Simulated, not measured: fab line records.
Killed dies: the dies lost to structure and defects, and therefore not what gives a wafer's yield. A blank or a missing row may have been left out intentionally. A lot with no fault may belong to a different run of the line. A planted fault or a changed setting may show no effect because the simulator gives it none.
fab line records ; flow n5_finfet
[record] lots = 4; wafers = 12; last_day = 18
route steps=1938 shown STI_FIN_REVEAL@203 DUMMY_GATE@212 PASSIVATION@1936
lots that met no fault: taken from a fault-free run of the same line
start_h: hours from the record's first day to the start of the lot's first wafer shown ; wait_h: hours from the lot's prior step to this one ; " repeats the value in the row above ; L1.1+2: several wafers, shown together as one row ; - no value, or no start given ; * or withheld: withheld ; < > ~ a bound
route shown NAME@n: a module of which the file shows steps, and the number in the route of the first ; usual: the fault-free wafers' mean and standard deviation ; same: alike in all rows ; chamber/n: place in a boat ; sites: each site's reading ; _std_site: standard deviation of those values ; _edge_site: the outer-site mean with the inner-site mean subtracted ; radius_mm: how far each site lies from the wafer's centre ; mask NAME#n: copy n ; behind: tool/chamber where the wafer was last shaped ; hold: why the lot went on hold/how many hours it stayed there/how the hold came to an end ; device: transistor that didn't switch, given as n, p or np ; end of line: tests run on the same wafers once the route is complete ; step lacking rows: just its recipe ; killed: not the wafer's yield, but the dies lost to structure and defects at the first sort ; map: the dies of a wafer, with x for killed, . for not killed, _ for no die there
set.NAME: the setting that was run; set.NAME@STEP: the one run at that earlier step ; model.NAME: the simulator's own value behind a step, which no gauge read
lots at some steps of the route; a table a step, a row a wafer
services: when a tool's chamber went out of use (start_h, in hours from the record's first day, below 0 if earlier), for how many hours, and the reason
[[steps]]
[step N5_STI_FIN_REVEAL_SRD_21]
[recipe] dry = ipa_marangoni; time_s = 30; temp_c = 23; rinse_liquid = diw
[step N5_STI_FIN_REVEAL_OXIDATION_33]
[recipe] chemistry = O2_PLASMA_REMOTE; temp_c = 150; time_s = 20; pressure_mtorr = 1000; source_power_w = 2000; o2_flow_sccm = 3000
[step N5_STI_FIN_REVEAL_CLEAN_19]
[recipe] chemistry = O3/DIW; temp_c = 25; time_s = 120; o3_ppm = 10
[step N5_STI_FIN_REVEAL_SRD_23]
[recipe] dry = ipa_marangoni; time_s = 30; temp_c = 23; rinse_liquid = diw
[step N5_STI_FIN_REVEAL_PRECLEAN_18]
[recipe] chemistry = SC2; time_s = 45; temp_c = 35; mix = 1:1:50
[step N5_STI_FIN_REVEAL_SRD_28]
[recipe] dry = ipa_marangoni; time_s = 30; temp_c = 23; rinse_liquid = diw
[step N5_DUMMY_GATE_PRECLEAN_00]
[recipe] chemistry = O3/DIW; time_s = 60; temp_c = 22; o3_ppm = 10
[step N5_DUMMY_GATE_SRD_01]
[recipe] time_s = 30; temp_c = 23; rinse_liquid = diw; dry = ipa_marangoni
[step N5_DUMMY_GATE_ALD_02]
[recipe] material = SiO2; target_thk_a = 20; temp_c = 300; ald_precursor_family = BDEAS; ald_co_reactant = O2-plasma; pulse_time_s = 1; pressure_torr = 2
[step N5_DUMMY_GATE_CVD_03]
[recipe] material = a-Si; target_thk_a = 1500; temp_c = 530; precursor = SiH4; time_s = 8042
[usual] spike_tc_bottom_C = 555/3.5
lot.wafer;tool;chamber;start_h;wait_h;spike_tc_bottom_C;model.a-Si_of_DUMMY_GATE_CVD_03.thk_nm
L638.1;lpcvd-01;1/15;56.71;1.1;551;152
L638.4;lpcvd-01;1/29;56.71;1.1;551;151.8
L638.6;lpcvd-01;1/39;56.71;1.1;551;151.4
L650.1;lpcvd-01;1/90;126.58;0.1;551;151.6
L650.3;lpcvd-01;1/100;126.58;0.1;551;151.8
L650.6;lpcvd-01;1/114;126.58;0.1;551;151.6
L653.4;lpcvd-01;0/54;144.90;0.1;559;68.8
L653.5;lpcvd-01;0/59;144.90;0.1;559;69
L653.6;lpcvd-01;0/64;144.90;0.1;559;69.2
L655.1;lpcvd-01;1/40;156.91;0.1;551;68
L655.5;lpcvd-01;1/59;156.91;0.1;551;67.6
L655.6;lpcvd-01;1/64;156.91;0.1;551;67.2
[step N5_DUMMY_GATE_PRECLEAN_46]
[recipe] chemistry = DIW; time_s = 89.5; temp_c = 23
[step N5_DUMMY_GATE_SRD_47]
[recipe] dry_time_s = 32; dry = n2_spin; spin_rpm = 1500
[step N5_DUMMY_GATE_CMP_04]
[recipe] material = a-Si; post_cmp_clean = alkaline_brush
[usual] motor_current_A = 9.6/1.3; slurry_filter_dp_kPa = 13.51/0.13; time_to_endpoint_s = 13.8/2.4
lot.wafer;tool;chamber;start_h;wait_h;motor_current_A;slurry_filter_dp_kPa;time_to_endpoint_s;model.a-Si_of_DUMMY_GATE_CVD_03.thk_nm
L638.1;cmp-01;3;60.49;0.1;9.5;13.27;10.9;70
L638.4;cmp-01;1;60.49;0.1;9.1;13.67;15.9;71
L638.6;cmp-01;3;60.49;0.1;9.5;13.60;11.8;69.6
L650.3;cmp-02;3;130.32;0.0;11.5;13.45;11.8;73.2
L650.1;cmp-02;0;130.32;0.0;9.7;13.59;13.3;73.2
L650.6;cmp-02;0;130.32;0.0;9.7;13.66;13.0;74
L653.4;cmp-04;1;148.69;0.1;9.4;13.52;-;68.8
L653.5;cmp-04;3;148.69;0.1;7.8;13.46;-;69
L653.6;cmp-04;0;148.69;0.1;9.0;13.42;-;69.2
L655.1;cmp-02;1;160.65;0.0;8.7;13.25;-;68
L655.5;cmp-02;1;160.65;0.0;8.7;13.51;-;67.6
L655.6;cmp-02;2;160.65;0.0;7.3;13.52;-;67.2
[step N5_DUMMY_GATE_HM_DEP_06]
[recipe] material = SiNx; target_thk_a = 800; precursor = DCS/NH3; temp_c = 700; pressure_mtorr = 300; time_s = 5141
[step N5_DUMMY_GATE_PECVD_30]
[recipe] material = SiO2; target_thk_a = 550; temp_c = 400; precursor = TEOS/O2; pressure_torr = 6.5; rf_w = withheld; teos_flow_sccm = withheld; gas = O2; flow_sccm = 2650; time_s = 10.8
[step N5_DUMMY_GATE_COAT_34]
[recipe] resist = SOC; temp_c = 250; time_s = 60; spin_rpm = 1500; resist_thk_nm = 60
[step N5_DUMMY_GATE_COAT_35]
[recipe] resist = SiARC; temp_c = 220; time_s = 60; spin_rpm = 1500; resist_thk_nm = 10
[step N5_DUMMY_GATE_COAT_28]
[recipe] resist = underlayer; temp_c = 205; time_s = 60; spin_rpm = 1500; resist_thk_nm = 10
[step N5_DUMMY_GATE_COAT_09]
[recipe] resist = CAR-EUV; spin_rpm = 1500; resist_thk_nm = 30
[step N5_DUMMY_GATE_EBR_11]
[recipe] solvent = PGMEA; ebr_width_mm = 1.5
[step N5_DUMMY_GATE_SOFTBAKE_10]
[recipe] temp_c = 110; time_s = 60; resist = CAR-EUV
[step N5_DUMMY_GATE_EXPOSE_12]
[recipe] mask_id = GATE; na = 0.33; source_shape = annular; sigma_inner = 0.2; sigma_outer = 0.6; polarization = unpolarized; target_cd_nm = 25; dose_mj = 34
[step N5_DUMMY_GATE_PEB_13]
[recipe] peb_temp_c = 100; peb_time_s = 60; resist = CAR-EUV
[step N5_DUMMY_GATE_DEVELOP_14]
[recipe] develop_time_s = 30; developer = TMAH; resist = CAR-EUV; rinse_liquid = surfactant_rinse; dry = air_spin; dev_temp_c = 23
[step N5_DUMMY_GATE_DESCUM_20]
[recipe] chemistry = O2; time_s = 6.2; source_power_w = 50; bias_power_w = 20; pressure_mtorr = 20; rf_frequency_hz = 2.712e+07; temp_c = 40; resist = CAR-EUV; o2_flow_sccm = 225
[step N5_DUMMY_GATE_ETCH_29]
[recipe] chemistry = N2/H2; target = underlayer; target_depth_a = 130; ion_energy_ev = 200; pressure_mtorr = 30; source_w = 840; bias_w = 150; n2_flow_sccm = 200; h2_flow_sccm = 200
[step N5_DUMMY_GATE_ETCH_36]
[recipe] chemistry = CF4; target = SiARC; target_depth_a = 130; pressure_mtorr = 40; source_w = 545; bias_w = 36; Ar_flow_sccm = 100; cf4_flow_sccm = 100; ion_energy_ev = 80
[step N5_DUMMY_GATE_ETCH_37]
[recipe] chemistry = N2/H2; target = SOC; target_depth_a = 600; overetch_a = 300; temp_c = 40; ion_energy_ev = 200; pressure_mtorr = 30; source_w = 840; bias_w = 150; n2_flow_sccm = 200; h2_flow_sccm = 200
[step N5_DUMMY_GATE_STRIP_38]
[recipe] chemistry = N2/H2; temp_c = 40; n2_flow_sccm = 200; h2_flow_sccm = 200; rf_frequency_hz = 6e+07
[step N5_DUMMY_GATE_STRIP_39]
[recipe] chemistry = N2/H2; temp_c = 40; n2_flow_sccm = 200; h2_flow_sccm = 200; rf_frequency_hz = 6e+07
[step N5_DUMMY_GATE_TRIM_49]
[recipe] chemistry = O2; resist = SOC; time_s = 29; target_cd_nm = 14; source_power_w = 300; bias_power_w = 0; O2_flow_sccm = 100; temp_c = 20
[step N5_DUMMY_GATE_STRIP_40]
[recipe] chemistry = CF4; resist = SiARC; power_w = 300; bias_power_w = 75; pressure_mtorr = 50; cf4_flow_sccm = 150; rf_frequency_hz = 6e+07
[step N5_DUMMY_GATE_ETCH_31]
[recipe] chemistry = C4F6/O2; target = SiO2; mask_material = SOC; target_depth_a = 825; time_s = 27.5; ion_energy_ev = 250; pressure_mtorr = 30; source_w = 345; bias_w = 185; Ar_flow_sccm = 300; C4F6_flow_sccm = 10; O2_flow_sccm = 10
[step N5_DUMMY_GATE_STRIP_41]
[recipe] chemistry = O2; power_w = 400; temp_c = 40; pressure_mtorr = 30; rf_frequency_hz = 6e+07; bias_power_w = 0; overash_fraction = 0.3; o2_flow_sccm = 225
[step N5_DUMMY_GATE_ETCH_44]
[recipe] chemistry = HBr/O2; over_etch_frac = 0.7; target_depth_a = 1275; stop_on = SiO2; ion_energy_ev = 60; bias_w = 20; target = poly-Si; mask_material = SiO2; pressure_mtorr = 20; icp_w = 400; HBr_flow_sccm = 120; O2_flow_sccm = 10
[usual] bias_w = 20.01/0.065; drypump_motor_current_A = 5.5/0.52; he_backside_leak_sccm = 2.79/0.27; oes_product_au = 0.733/0.013; throttle_valve_pct = 18.58/0.25
[same] over_etch_frac = 0.7
lot.wafer;tool;chamber;start_h;wait_h;bias_w;drypump_motor_current_A;he_backside_leak_sccm;oes_product_au;rf_hours_counter_h;throttle_valve_pct;model.DUMMY_GATE.feature_depth_nm;model.etch.depth_nm
L638.1;rie_si-01;3;66.62;0.0;20.05;4.7;2.72;0.718;189;18.86;70;69.91
L638.4;rie_si-01;2;66.62;0.0;20.06;5.1;2.90;0.728;176;19.04;71;71.02
L638.6;rie_si-01;0;66.62;0.0;19.99;5.5;2.45;0.749;-;18.32;69.6;69.67
L650.1;rie_si-01;0;137.79;0.0;20.12;5.5;2.54;0.763;72;18.34;73.2;73.13
L650.3;rie_si-01;3;137.79;0.0;20.18;4.7;2.85;0.742;190;18.86;73.2;73.2
L650.6;rie_si-01;3;137.79;0.0;20.11;4.7;2.94;0.746;-;18.88;74;74.06
L653.4;rie_si-01;3;154.07;0.0;19.98;4.7;2.68;0.714;191;18.85;69;68.9
L653.5;rie_si-01;0;154.07;0.0;20.15;5.4;2.45;0.732;-;18.34;69;69.09
L653.6;rie_si-01;1;154.07;0.0;20.00;5.9;2.89;0.712;-;18.43;69.2;69.1
L655.1;rie_si-03;1;168.51;0.0;20.03;6.8;2.44;0.709;22;18.40;68;67.93
L655.5;rie_si-03;0;168.51;0.0;19.98;6.2;3.19;0.712;-;18.59;67.6;67.63
L655.6;rie_si-03;3;168.51;0.0;19.99;5.4;2.50;0.685;-;18.81;67.2;67.29
[step N5_PASSIVATION_PROBE_49]
[usual] killed_at_M0_to_M3 = 33/11; killed_at_M4_up = 15/6.2; killed_at_contacts = 13/6.5; killed_at_front_end = 38/11; killed_at_other = 3.4/2.6; killed_dies = 102/17; killed_on_rim = 13/4.1; killed_open = 67/12; killed_short = 34/7.9
[same] gross_dies = 1180; killed_at_back_side = 0
lot.wafer;tool;chamber;start_h;wait_h;killed_at_M0_to_M3;killed_at_M4_up;killed_at_contacts;killed_at_front_end;killed_at_other;killed_dies;killed_on_rim;killed_open;killed_short
L638.1;prober-02;-;294.95;0.0;26;11;33;24;0;94;14;69;24
L638.4;prober-02;-;295.10;0.2;36;12;20;62;5;135;18;89;42
L638.6;prober-02;-;295.20;0.3;27;16;17;36;6;102;14;61;36
L650.1;prober-01;-;394.00;0.0;20;24;26;51;4;125;16;80;44
L650.3;prober-01;-;394.10;0.1;33;18;6;55;1;113;11;70;41
L650.6;prober-01;-;394.25;0.3;23;9;17;55;3;107;15;74;33
L653.4;prober-02;-;420.28;0.2;31;15;17;1113;4;1180;152;59;42
L653.5;prober-02;-;420.33;0.2;21;15;13;1128;3;1180;152;54;26
L653.6;prober-02;-;420.38;0.3;28;18;21;1111;2;1180;152;67;38
L655.1;prober-02;-;434.76;0.7;21;15;16;1123;5;1180;152;52;26
L655.5;prober-02;-;434.96;0.9;23;7;19;1127;4;1180;152;47;24
L655.6;prober-02;-;435.01;1.0;25;9;21;1117;8;1180;152;80;30
// killed by level:class
L638.1 MOL_CONTACT_COAG:geometric_particle:open=26 MOL_CONTACT_COAG:geometric_particle:short=7 BEOL_M3:geometric_particle:open=6 STI_FIN_REVEAL:geometric_particle:open=5 BEOL_M0_SAQP:geometric_particle:short=5 BEOL_M2:geometric_particle:open=5 FIN_SAQP:geometric_particle:open=3 DUMMY_GATE:geometric_particle:open=3
L638.4 STI_FIN_REVEAL:geometric_particle:open=16 MOL_CONTACT_COAG:geometric_particle:open=16 FIN_SAQP:geometric_particle:open=13 FIN_SAQP:geometric_particle:short=10 BEOL_M0_SAQP:geometric_particle:short=10 BEOL_M0_SAQP:geometric_particle:open=9 BEOL_M1:geometric_particle:open=7 DUMMY_GATE:geometric_particle:open=5
L638.6 MOL_CONTACT_COAG:geometric_particle:open=12 BEOL_M2:geometric_particle:open=10 FIN_SAQP:geometric_particle:open=5 STI_FIN_REVEAL:geometric_particle:open=5 MOL_CONTACT_COAG:geometric_particle:short=5 BEOL_M4:geometric_particle:short=5 FIN_SAQP:geometric_particle:short=4 STI_FIN_REVEAL:geometric_particle:short=4
L650.1 MOL_CONTACT_COAG:geometric_particle:open=23 FIN_SAQP:geometric_particle:short=10 BEOL_M1:geometric_particle:open=9 BEOL_M4:geometric_particle:open=9 FIN_SAQP:geometric_particle:open=7 DUMMY_GATE:geometric_particle:open=6 GATE_CUT:geometric_particle:short=5 STI_FIN_REVEAL:geometric_particle:short=4
L650.3 FIN_SAQP:geometric_particle:short=24 FIN_SAQP:geometric_particle:open=15 BEOL_M4:geometric_particle:open=11 BEOL_M3:geometric_particle:open=8 BEOL_M0_SAQP:geometric_particle:short=7 BEOL_M0_SAQP:geometric_particle:open=7 MOL_CONTACT_COAG:geometric_particle:open=6 BEOL_M2:geometric_particle:open=6
L650.6 STI_FIN_REVEAL:geometric_particle:open=16 MOL_CONTACT_COAG:geometric_particle:open=13 FIN_SAQP:geometric_particle:short=11 FIN_SAQP:geometric_particle:open=9 BEOL_M1:geometric_particle:open=9 BEOL_M3:geometric_particle:open=5 MOL_CONTACT_COAG:geometric_particle:short=4 STARTING-WAFER:geometric_particle:open=4
L653.4 DUMMY_GATE:area_cvd=1078 MOL_CONTACT_COAG:geometric_particle:open=16 FIN_SAQP:geometric_particle:short=13 FIN_SAQP:geometric_particle:open=10 BEOL_M3:geometric_particle:short=8 BEOL_M0_SAQP:geometric_particle:open=4 BEOL_M0_SAQP:geometric_particle:short=4 BEOL_M2:geometric_particle:open=4
L653.5 DUMMY_GATE:area_cvd=1100 MOL_CONTACT_COAG:geometric_particle:open=13 BEOL_M4:geometric_particle:open=8 FIN_SAQP:geometric_particle:short=6 STI_FIN_REVEAL:geometric_particle:open=6 BEOL_M0_SAQP:geometric_particle:short=4 STARTING-WAFER:geometric_particle:short=4 FIN_SAQP:geometric_particle:open=3
L653.6 DUMMY_GATE:area_cvd=1071 MOL_CONTACT_COAG:geometric_particle:open=18 FIN_SAQP:geometric_particle:short=13 BEOL_M0_SAQP:geometric_particle:short=8 FIN_SAQP:geometric_particle:open=7 BEOL_M4:geometric_particle:open=7 BEOL_M5:geometric_particle:open=6 BEOL_M0_SAQP:geometric_particle:open=5
L655.1 DUMMY_GATE:area_cvd=1101 MOL_CONTACT_COAG:geometric_particle:open=13 BEOL_M3:geometric_particle:open=5 STI_FIN_REVEAL:geometric_particle:open=4 BEOL_M1:geometric_particle:open=4 BEOL_M1:geometric_particle:short=4 MOL_CONTACT_COAG:geometric_particle:short=3 BEOL_M0:geometric_particle:open=3
L655.5 DUMMY_GATE:area_cvd=1105 MOL_CONTACT_COAG:geometric_particle:open=13 MOL_CONTACT_COAG:geometric_particle:short=6 BEOL_M2:geometric_particle:open=5 BEOL_M0:geometric_particle:open=4 BEOL_M0_SAQP:geometric_particle:open=4 ZERO_LAYER:coat_microbubble_printed=4 STI_FIN_REVEAL:geometric_particle:open=3
L655.6 DUMMY_GATE:area_cvd=1069 STI_FIN_REVEAL:geometric_particle:open=18 MOL_CONTACT_COAG:geometric_particle:open=14 MOL_CONTACT_COAG:geometric_particle:short=7 BEOL_M0_SAQP:geometric_particle:open=6 DUMMY_GATE:geometric_particle:open=5 BEOL_M2:geometric_particle:open=5 STI_FIN_REVEAL:geometric_particle:short=4
// map L653.4 (x killed, . not)
_________________xxxxxxxxxxxx________________
______________xxxxxxxxxxxxxxxxxx_____________
___________xxxxxxxxxxxxxxxxxxxxxxxx__________
__________xxxxxxxxxxxxxxxxxxxxxxxxxx_________
________xxxxxxxxxxxxxxxxxxxxxxxxxxxxxx_______
_______xxxxxxxxxxxxxxxxxxxxxxxxxxxxxxxx______
______xxxxxxxxxxxxxxxxxxxxxxxxxxxxxxxxxx_____
_____xxxxxxxxxxxxxxxxxxxxxxxxxxxxxxxxxxxx____
____xxxxxxxxxxxxxxxxxxxxxxxxxxxxxxxxxxxxxx___
___xxxxxxxxxxxxxxxxxxxxxxxxxxxxxxxxxxxxxxxx__
___xxxxxxxxxxxxxxxxxxxxxxxxxxxxxxxxxxxxxxxx__
__xxxxxxxxxxxxxxxxxxxxxxxxxxxxxxxxxxxxxxxxxx_
__xxxxxxxxxxxxxxxxxxxxxxxxxxxxxxxxxxxxxxxxxx_
_xxxxxxxxxxxxxxxxxxxxxxxxxxxxxxxxxxxxxxxxxxxx
_xxxxxxxxxxxxxxxxxxxxxxxxxxxxxxxxxxxxxxxxxxxx
_xxxxxxxxxxxxxxxxxxxxxxxxxxxxxxxxxxxxxxxxxxxx
_xxxxxxxxxxxxxxxxxxxxxxxxxxxxxxxxxxxxxxxxxxxx
_xxxxxxxxxxxxxxxxxxxxxxxxxxxxxxxxxxxxxxxxxxxx
_xxxxxxxxxxxxxxxxxxxxxxxxxxxxxxxxxxxxxxxxxxxx
_xxxxxxxxxxxxxxxxxxxxxxxxxxxxxxxxxxxxxxxxxxxx
_xxxxxxxxxxxxxxxxxxxxxxxxxxxxxxxxxxxxxxxxxxxx
__xxxxxxxxxxxxxxxxxxxxxxxxxxxxxxxxxxxxxxxxxx_
__xxxxxxxxxxxxxxxxxxxxxxxxxxxxxxxxxxxxxxxxxx_
___xxxxxxxxxxxxxxxxxxxxxxxxxxxxxxxxxxxxxxxx__
___xxxxxxxxxxxxxxxxxxxxxxxxxxxxxxxxxxxxxxxx__
____xxxxxxxxxxxxxxxxxxxxxxxxxxxxxxxxxxxxxx___
_____xxxxxxxxxxxxxxxxxxxxxxxxxxxxxxxxxxxx____
______xxxxxxxxxxxxxxxxxxxxxxxxxxxxxxxxxx_____
_______xxxxxxxxxxxxxxxxxxxxxxxxxxxxxxxx______
________xxxxxxxxxxxxxxxxxxxxxxxxxxxxxx_______
__________xxxxxxxxxxxxxxxxxxxxxxxxxx_________
___________xxxxxxxxxxxxxxxxxxxxxxxx__________
______________xxxxxxxxxxxxxxxxxx_____________
_________________xxxxxxxxxxxx________________
// map L655.1 (x killed, . not)
_________________xxxxxxxxxxxx________________
______________xxxxxxxxxxxxxxxxxx_____________
___________xxxxxxxxxxxxxxxxxxxxxxxx__________
__________xxxxxxxxxxxxxxxxxxxxxxxxxx_________
________xxxxxxxxxxxxxxxxxxxxxxxxxxxxxx_______
_______xxxxxxxxxxxxxxxxxxxxxxxxxxxxxxxx______
______xxxxxxxxxxxxxxxxxxxxxxxxxxxxxxxxxx_____
_____xxxxxxxxxxxxxxxxxxxxxxxxxxxxxxxxxxxx____
____xxxxxxxxxxxxxxxxxxxxxxxxxxxxxxxxxxxxxx___
___xxxxxxxxxxxxxxxxxxxxxxxxxxxxxxxxxxxxxxxx__
___xxxxxxxxxxxxxxxxxxxxxxxxxxxxxxxxxxxxxxxx__
__xxxxxxxxxxxxxxxxxxxxxxxxxxxxxxxxxxxxxxxxxx_
__xxxxxxxxxxxxxxxxxxxxxxxxxxxxxxxxxxxxxxxxxx_
_xxxxxxxxxxxxxxxxxxxxxxxxxxxxxxxxxxxxxxxxxxxx
_xxxxxxxxxxxxxxxxxxxxxxxxxxxxxxxxxxxxxxxxxxxx
_xxxxxxxxxxxxxxxxxxxxxxxxxxxxxxxxxxxxxxxxxxxx
_xxxxxxxxxxxxxxxxxxxxxxxxxxxxxxxxxxxxxxxxxxxx
_xxxxxxxxxxxxxxxxxxxxxxxxxxxxxxxxxxxxxxxxxxxx
_xxxxxxxxxxxxxxxxxxxxxxxxxxxxxxxxxxxxxxxxxxxx
_xxxxxxxxxxxxxxxxxxxxxxxxxxxxxxxxxxxxxxxxxxxx
_xxxxxxxxxxxxxxxxxxxxxxxxxxxxxxxxxxxxxxxxxxxx
__xxxxxxxxxxxxxxxxxxxxxxxxxxxxxxxxxxxxxxxxxx_
__xxxxxxxxxxxxxxxxxxxxxxxxxxxxxxxxxxxxxxxxxx_
___xxxxxxxxxxxxxxxxxxxxxxxxxxxxxxxxxxxxxxxx__
___xxxxxxxxxxxxxxxxxxxxxxxxxxxxxxxxxxxxxxxx__
____xxxxxxxxxxxxxxxxxxxxxxxxxxxxxxxxxxxxxx___
_____xxxxxxxxxxxxxxxxxxxxxxxxxxxxxxxxxxxx____
______xxxxxxxxxxxxxxxxxxxxxxxxxxxxxxxxxx_____
_______xxxxxxxxxxxxxxxxxxxxxxxxxxxxxxxx______
________xxxxxxxxxxxxxxxxxxxxxxxxxxxxxx_______
__________xxxxxxxxxxxxxxxxxxxxxxxxxx_________
___________xxxxxxxxxxxxxxxxxxxxxxxx__________
______________xxxxxxxxxxxxxxxxxx_____________
_________________xxxxxxxxxxxx________________
[[services]]
tool;chamber;start_h;hours;kind
rie_si-03;-;44.43;0.6;repair
cmp-02;-;45.90;9.5;pm
cmp-02;-;55.45;2.1;repair
cmp-02;-;84.45;4.4;repair
rie_si-03;0;96.08;10.2;repair
cmp-01;-;125.98;4.0;pm
cmp-01;-;129.98;-;consumable_replace:conditioner
cmp-01;-;129.98;-;consumable_replace:pad
cmp-01;-;138.77;0.6;repair
rie_si-03;2;144.22;29.4;repair
rie_si-03;-;148.63;11.8;repair
cmp-04;-;160.49;4.0;pm
[[key]]
[first_sign] step = N5_PASSIVATION_PROBE_49; reading = killed_at_front_end; direction = up; sigmas = 99+; usual = 38; struck = 1120
[effect] step = N5_PASSIVATION_PROBE_49; reading = killed_dies; direction = up; sigmas = 65; usual = 102; struck = 1180
[model_effect] step = N5_DUMMY_GATE_CVD_03; value = a-Si_of_DUMMY_GATE_CVD_03.thk_nm; without = 150.2; struck = 68.3
[model_effect] step = N5_DUMMY_GATE_CMP_04; value = a-Si_of_DUMMY_GATE_CVD_03.thk_nm; without = 71.37; struck = 68.3
[model_effect] step = N5_DUMMY_GATE_ETCH_44; value = DUMMY_GATE.feature_depth_nm; without = 71.37; struck = 68.33
[more_kills_born_at] N5_DUMMY_GATE_CVD_03@lpcvd-01 = 6524
met_at N5_DUMMY_GATE_CVD_03
struck_wafers L653.4,L653.5,L653.6,L655.1,L655.5,L655.6
later_rows_left_out L653.4,L653.5,L653.6,L655.1,L655.5,L655.6
tester_left_out L653,L655
onset_between 126.58 144.90
also_fits time
[fault] kind = process_parameter_drift; tool = lpcvd-01; chamber = -; onset_h = 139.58; steps = N5_DUMMY_GATE_CVD_03; channel = time_s; offset = *; shape = step; end_h = 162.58; acts_in = *; stated = *
// tester_left_out: of these lots the tester's yield and bins aren't shown, on N5 and GAA mostly nor the transistor test; their killed dies are dies lost to structure and defects alone, not to doping, threshold or leakage, so they don't give the yield
// later_rows_left_out: the simulator's readings of these wafers behind a module that went badly wrong aren't trusted and aren't shown, but for the sort
